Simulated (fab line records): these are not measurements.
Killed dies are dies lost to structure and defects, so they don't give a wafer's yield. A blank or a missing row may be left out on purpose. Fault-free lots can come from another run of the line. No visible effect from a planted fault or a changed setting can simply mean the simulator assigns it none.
Chamber matching | flow nand-harc | pecvd-04 running NHARC_P_M0_DEP_32: 3 sister chambers
The step deposits SiCN, target thk 30 nm. 6 wafers are shown with their chamber, then 10 later ones without.

## WAFERS PAIRED WITH THEIR CHAMBERS
wafer  | chamber | heater-power-w (W)
L076.5 | 0       | 680
L087.3 | 1       | 705
L087.5 | 1       | 697
L087.6 | 2       | 555
L090.2 | 2       | 511
L090.3 | 0       | 622

## WAFERS MISSING THEIR CHAMBER
wafer  | heater-power-w (W)
L090.6 | 692
L093.1 | 560
L093.2 | 567
L093.4 | 623
L095.2 | 623
L095.3 | 608
L095.6 | 623
L096.2 | 655
L096.3 | 694
L096.5 | 667

## WHICH CHAMBER EACH ONE RAN IN
wafer  | from the rows above          | in truth
L090.6 | can't be placed: 1 or 0      | 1
L093.1 | 2                            | 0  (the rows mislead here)
L093.2 | can't be placed: 2 or 0      | 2
L093.4 | can't be placed: 0 or 1      | 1
L095.2 | can't be placed: 0 or 1      | 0
L095.3 | can't be placed: 0 or 2 or 1 | 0
L095.6 | can't be placed: 0 or 1      | 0
L096.2 | can't be placed: 0 or 1      | 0
L096.3 | can't be placed: 1 or 0      | 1
L096.5 | can't be placed: 0 or 1      | 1
Placed correctly: 0 of 10. Not placeable from these rows: 9 (in 9, the candidates include the true chamber). Placed wrongly: 1.
How it was worked out, from the rows above alone: a wafer's distance from a chamber is the root of the sum, over the readings, of the square of ((its reading less the chamber's mean) divided by the reading's scatter). If the next closest chamber is less than 2 further off than the closest, the wafer can't be placed; otherwise it belongs to the closest. A chamber's mean is the mean of its shown wafers. The scatter: the root of (the sum of the squares of (reading less its chamber's mean) over the shown wafers, divided by (wafers less chambers)).
